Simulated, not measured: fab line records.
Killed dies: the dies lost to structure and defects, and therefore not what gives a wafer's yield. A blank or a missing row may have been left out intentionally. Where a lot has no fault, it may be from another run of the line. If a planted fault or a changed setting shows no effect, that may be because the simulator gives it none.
Matching of chambers ; flow nand-harc ; 4 sister chambers for NHARC_A_CONTACT_ETCH_88 on rie-diel-03
The step etches the open film in CF4, target depth 39 nm, time 65 s. 18 wafers are shown with their chamber, then 9 later ones without.

## EACH WAFER AND ITS CHAMBER
wafer;chamber;drypump-motor-current-A (A);showerhead-plenum-p-Torr (Torr);oes-product-au (a.u.)
L690.1;0;5.4;1.756;1.010
L690.2;2;6.4;1.712;1.027
L690.5;3;5.3;1.759;0.991
L691.4;2;6.3;1.711;1.019
L691.5;1;5.7;1.728;0.997
L691.6;2;6.3;1.711;1.015
L694.4;0;5.4;1.753;1.010
L694.5;0;5.4;1.753;1.000
L694.6;3;5.3;1.757;1.001
L695.1;2;6.3;1.708;1.006
L695.4;0;5.4;1.752;0.990
L695.5;3;5.3;1.757;0.986
L697.2;1;5.6;1.726;0.991
L697.3;2;6.3;1.708;1.010
L697.6;3;5.3;1.755;1.002
L704.3;0;5.4;1.748;0.977
L704.5;1;5.6;1.721;0.993
L704.6;2;6.4;1.705;1.000

SIGNATURES (means of the wafers above)
reading;chamber 0;chamber 1;chamber 2;chamber 3;scatter within a chamber
drypump-motor-current-A;5.400;5.633;6.333;5.300;0.0378
showerhead-plenum-p-Torr;1.75240;1.72500;1.70917;1.75700;0.0027
oes-product-au;0.99740;0.99367;1.01283;0.99500;0.0102
Rule: for a wafer and a chamber, the distance is found by dividing, reading by reading, the gap between the wafer's reading and the chamber's mean by the reading's scatter, squaring, summing and taking the root. The wafer belongs to the nearest chamber; if the next one is less than 2 further off, it can't be placed. How the scatter is found: for the shown wafers, subtract from each reading the mean of its chamber, square and add these, divide the total by (wafers less chambers), then take the root.

## WAFERS WHOSE CHAMBER IS MISSING
wafer;drypump-motor-current-A (A);showerhead-plenum-p-Torr (Torr);oes-product-au (a.u.)
L711.2;5.6;1.718;0.992
L711.4;5.6;1.718;1.002
L711.6;5.4;1.745;1.004
L712.2;5.3;1.747;1.002
L712.4;5.4;1.744;1.007
L712.6;5.3;1.747;0.995
L713.4;5.4;1.743;1.007
L713.5;5.3;1.746;0.997
L713.6;6.4;1.700;1.002

## EACH ONE'S CHAMBER
wafer;from the rows above;in truth
L711.2;1;1
L711.4;1;1
L711.6;0;0
L712.2;can't be placed: 0 or 3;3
L712.4;0;0
L712.6;can't be placed: 0 or 3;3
L713.4;0;0
L713.5;can't be placed: 0 or 3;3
L713.6;2;2
Correctly placed: 6 of 9. Unplaceable from these rows: 3, with the true chamber sitting among the candidates in 3. Number placed wrongly: 0.
